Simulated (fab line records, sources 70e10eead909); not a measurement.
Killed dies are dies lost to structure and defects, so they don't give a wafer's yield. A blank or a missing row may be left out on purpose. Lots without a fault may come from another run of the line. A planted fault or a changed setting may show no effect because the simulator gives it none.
A struck lot beside a sound one | flow nand_harc | 13 steps out of a route of 1302
Sound: wafers L747.2, L747.3, L747.6. Struck: wafers L738.2, L738.5, L738.6. The cause comes at the end.
At each step with rows: each side's tool, then ch and its chambers, then its first start. Under that, the readings that differ: sound wafers | struck wafers | difference of the means | sigmas: that difference in standard deviations of wafers without a fault.
alike: readings whose means differ by less than 2 such deviations, and words and numbers that are the same on both sides. not compared: withheld readings, readings that some wafer has no value for, bounds like >300 that may hide the same value, and numbers for which the record gives no deviation and whose values overlap.
The two part at a step that has a row with sigmas, a row that says differs or no value, or rows on one side only. Numbers that don't overlap but have no deviation are shown without sigmas and don't part them. A reading that every wafer of one side lacks parts them only if that side has two wafers or more.

first, 1 step without rows for these wafers: NHARC_P_M1_SRD_25.
NHARC_P_M1_INSPECT_27:
  sound on defect_inspect-01, day 12 12:02; struck on defect_inspect-02, day 8 09:26
  alike: raw_defect_count
NHARC_P_M1_PRE_CLEAN_32: time 12 s.
  sound on pecvd-03 ch 0,1,2, day 12 12:06; struck on pecvd-03 ch 1,2, day 8 09:29
  alike: heater_power_outer_w, heater_power_w
NHARC_P_M1_DEP_33: deposits SiCN, target thk 30 nm.
  sound on pecvd-03 ch 0,1,2, day 12 12:11; struck on pecvd-03 ch 1,2, day 8 09:34
  alike: chamber_pressure_Torr, heater_power_outer_w, heater_power_w
then, 7 steps without rows for these wafers: NHARC_P_M2_DEP_00 (deposits SiOC, target thk 182.5 nm); NHARC_P_M2_DEHYDRATE_01 (time 120 s); NHARC_P_M2_HMDS_02 (time 30 s); NHARC_P_M2_COAT_34 (time 65 s); NHARC_P_M2_COAT_03 (resist thk 90 nm); NHARC_P_M2_SOFTBAKE_04 (time 55 s); NHARC_P_M2_EBR_05.
NHARC_P_M2_EXPOSE_06: exposes mask P M2, target cd 170 nm.
  sound on arfi_scanner-02 ch 0, day 12 13:17; struck on arfi_scanner-03, day 8 10:41
  no value came back on the struck wafers for exposure_dose_mJ_cm2, focus_offset_nm (nm), na; on the sound wafers exposure_dose_mJ_cm2 reads 80.65 80.68 80.67
  alike: mask
then, 1 step without rows for these wafers: NHARC_P_M2_PEB_07 (peb time 65 s).

WHERE THEY PART
Only at NHARC_P_M2_EXPOSE_06, within this record.

WHY: what the simulator had put in
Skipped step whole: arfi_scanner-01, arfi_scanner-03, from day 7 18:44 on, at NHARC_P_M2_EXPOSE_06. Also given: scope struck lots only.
